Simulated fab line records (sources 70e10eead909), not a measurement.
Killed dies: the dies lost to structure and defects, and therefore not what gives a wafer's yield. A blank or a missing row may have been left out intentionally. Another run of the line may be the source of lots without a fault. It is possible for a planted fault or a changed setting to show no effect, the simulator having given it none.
A lot that was struck, set against a sound lot | flow nand harc | 26 steps out of a route of 1302
Sound: the wafers L540.3, L540.5, L540.6. Wafers L557.1, L557.3, L557.6 were the ones struck. The cause comes at the end.
Per side, at each step with rows, come the tool, then ch with its chambers, and then its first start. Under that, the readings that differ: sound wafers | struck wafers | difference of the means | sigmas: that difference in standard deviations of wafers without a fault.
alike: same words and numbers on both sides, and readings whose means sit less than 2 such deviations apart. not compared: any withheld reading, any reading some wafer has no value for, any bound like >300 that may hide the same value, and any number with overlapping values for which the record gives no deviation.
A row with sigmas, a row that says differs or no value, or rows on one side alone: a step with any of these is where the two part. Numbers that have no deviation but don't overlap get no sigmas and don't part them. A reading that every wafer of one side lacks parts them only if that side has two wafers or more.

first, 12 steps without rows for these wafers: NHARC_P_STI_ETCH_26 (etches SiO2 in dHF, target depth 11 nm); NHARC_P_STI_PRECLEAN_27 (cleans in SC1); NHARC_P_STI_SRD_28; NHARC_P_STI_OXIDE_29 (material SiO2, target thk 10 nm, ox time 1362 s); NHARC_P_STI_HM_DEP_30 (deposits Si3N4, target thk 80 nm, time 873 s); NHARC_P_STI_DEHYDRATE_01 (time 120 s); NHARC_P_STI_HMDS_02 (time 30 s); NHARC_P_STI_COAT_41 (time 65 s); NHARC_P_STI_COAT_03 (resist thk 600 nm); NHARC_P_STI_SOFTBAKE_04 (time 70 s); NHARC_P_STI_EBR_05; NHARC_P_STI_EXPOSE_06 (exposes mask P STI, target cd 200 nm).
NHARC_P_STI_PEB_07: peb time 80 s.
  sound on litho track-07 ch 0, day 3 09:34; struck on litho track-07 ch 0, day 10 06:11
  reading                  | sound                | struck               | difference | sigmas
  heater power total W (W) | 188.5 190.4 190.8    | 185.9 184.7 186.0    | -4.4       | -5
  plate temp C (C)         | 127.94 127.92 127.76 | 125.78 125.78 125.99 | -2.02      | -16
then, 1 step without rows for these wafers: NHARC_P_STI_DEVELOP_08 (time 50 s).
NHARC_P_STI_CD_MEAS_09: the cd target is 200 nm.
  sound on cd sem-02 ch 0, day 3 09:39; struck on cd sem-02 ch 0, day 10 06:17
  reading    | sound             | struck            | difference | sigmas
  cd nm (nm) | 199.9 197.9 198.0 | 182.1 181.7 181.7 | -16.8      | -8
NHARC_P_STI_OVL_MEAS_10:
  sound on overlay-01 at day 3 09:44; struck on overlay-02 at day 10 06:22
  alike: overlay x nm, overlay y nm
NHARC_P_STI_INSPECT_11:
  sound on defect inspect-02 at day 3 09:46; struck on defect inspect-02 at day 10 06:24
  reading          | sound   | struck | difference | sigmas
  raw defect count | 7 15 14 | 5 3 7  | -7         | -2
then, 1 step without rows for these wafers: NHARC_P_STI_HARDBAKE_13 (time 65 s).
NHARC_P_STI_DESCUM_14: chemistry O2, time 3 s.
  sound on rie diel-01 ch 0,3, day 3 09:55; struck on rie diel-10 ch 0,3, day 10 06:32
  reading                | sound           | struck            | difference | sigmas
  model.P_STI.cd nm (nm) | 200 198.1 197.9 | 182.5 181.6 181.9 | -16.7      |
  alike: drypump motor current A, oes product au, rf vpp V, showerhead plenum p Torr, throttle valve pct
  not compared: rf hours counter h
NHARC_P_STI_ETCH_42: etches the open film in N2/H2, target depth 80 nm, overetch 24 nm, time 61 s.
  sound on rie diel-01 ch 2,3, day 3 09:59; struck on rie diel-10 ch 0,1,3, day 10 06:38
  alike: drypump motor current A, oes product au, rf vpp V, showerhead plenum p Torr, throttle valve pct
  not compared: rf hours counter h
NHARC_P_STI_ETCH_31: etches the open film in CF4/CHF3, target depth 108.9 nm, time 54.5 s.
  sound: rie diel-01 ch 0,1,2; struck: rie diel-10 ch 1,3
  reading               | sound             | struck            | difference | sigmas
  oes product au (a.u.) | 0.959 0.989 0.980 | 0.921 0.911 0.915 | -0.060     | -3
  alike: drypump motor current A, rf vpp V, showerhead plenum p Torr, throttle valve pct
  not compared: rf hours counter h
NHARC_P_STI_ETCH_15: etches the open film in HBr/Cl2, target depth 300 nm, time 100.1 s.
  sound on rie si-03 ch 0,3, day 3 10:10; struck on rie si-01 ch 0,2, day 10 06:49
  reading                | sound             | struck          | difference | sigmas
  model.P_STI.cd nm (nm) | 198.6 197.9 197.4 | 182.5 181.7 182 | -15.9      |
  alike: drypump motor current A, oes product au, throttle valve pct
  not compared: rf hours counter h
NHARC_P_STI_CD_MEAS_16:
  sound on cd sem-03 at day 3 10:20; struck on cd sem-01 at day 10 07:01
  reading    | sound             | struck            | difference | sigmas
  cd nm (nm) | 198.7 197.6 197.7 | 182.8 181.6 181.4 | -16.1      | -8
NHARC_P_STI_OCD_MEAS_17:
  sound on ocd-01 at day 3 10:26; struck on ocd-02 at day 10 07:05
  reading                | sound             | struck            | difference | sigmas
  trench foot cd nm (nm) | 158.0 156.3 155.7 | 140.5 138.6 140.0 | -17.0      | -8
  alike: trench depth nm
then, 1 step without rows for these wafers: NHARC_P_STI_STRIP_19 (strips in SPM, time 900 s).
-- the record jumps here: 22 days lie between the struck wafers' starts before and after (it left off in module P_STI and takes up again in module END, whose first step shown is number 1302 of the route) --
NHARC_END_SORT_01:
  sound on prober-01 ch 0, day 25 17:23; struck on prober-01 ch 0, day 32 10:38
  alike: killed at array, killed at other, killed at periphery, killed dies, killed open, killed short

WHERE THEY PART
Earliest at NHARC_P_STI_PEB_07; latest, in this record, at NHARC_P_STI_OCD_MEAS_17. Later steps at which nothing parts them and some readings are alike: NHARC_END_SORT_01.

WHY: the cause the simulator had injected
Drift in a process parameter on litho track-07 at NHARC_P_STI_PEB_07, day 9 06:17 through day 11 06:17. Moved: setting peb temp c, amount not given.
